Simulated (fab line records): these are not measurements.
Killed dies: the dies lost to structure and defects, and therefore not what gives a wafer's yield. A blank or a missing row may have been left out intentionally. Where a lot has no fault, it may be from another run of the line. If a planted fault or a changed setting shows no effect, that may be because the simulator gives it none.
Matching of chambers    flow nand_harc    NHARC_A_STAIRCASE_DESCUM_291 on rie_diel-12 has 4 sister chambers
The step chemistry O2, time 3 s. 7 wafers are shown with their chamber, then 9 later ones without.

## WAFERS WITH THEIR CHAMBER
wafer   chamber  showerhead_plenum_p_Torr (Torr)  drypump_motor_current_A (A)
L085.5  3        1.93                             5.7
L086.2  2        1.85                             5.4
L086.4  0        1.96                             6.0
L086.5  1        1.81                             5.7
L089.1  0        1.95                             6.1
L089.5  2        1.84                             5.4
L089.6  1        1.81                             5.7

## WAFERS WITH NO CHAMBER GIVEN
wafer   showerhead_plenum_p_Torr (Torr)  drypump_motor_current_A (A)
L091.4  1.93                             5.7
L091.5  1.81                             5.7
L091.6  1.95                             6.0
L094.2  1.84                             5.4
L094.3  1.95                             6.0
L094.5  1.95                             6.1
L096.1  1.80                             5.7
L096.4  1.84                             5.4
L096.6  1.92                             5.7

## WHICH CHAMBER EACH ONE RAN IN
wafer   from the rows above  in truth
L091.4  3                    3
L091.5  1                    1
L091.6  0                    0
L094.2  2                    2
L094.3  0                    0
L094.5  0                    0
L096.1  1                    1
L096.4  2                    2
L096.6  3                    3
Placed correctly: 9 of 9. Can't be placed from these rows: 0. 0 placed wrongly.
How it was worked out, from the rows above alone: a wafer's distance from a chamber is the root of the sum, over the readings, of the square of ((its reading less the chamber's mean) divided by the reading's scatter). The wafer belongs to the nearest chamber; if the next one is less than 2 further off, it can't be placed. For every chamber, the mean is computed from those of its wafers that are shown. The scatter is the square root of a quotient: the sum, over the shown wafers, of each reading's squared deviation from its chamber's mean, divided by wafers minus chambers.
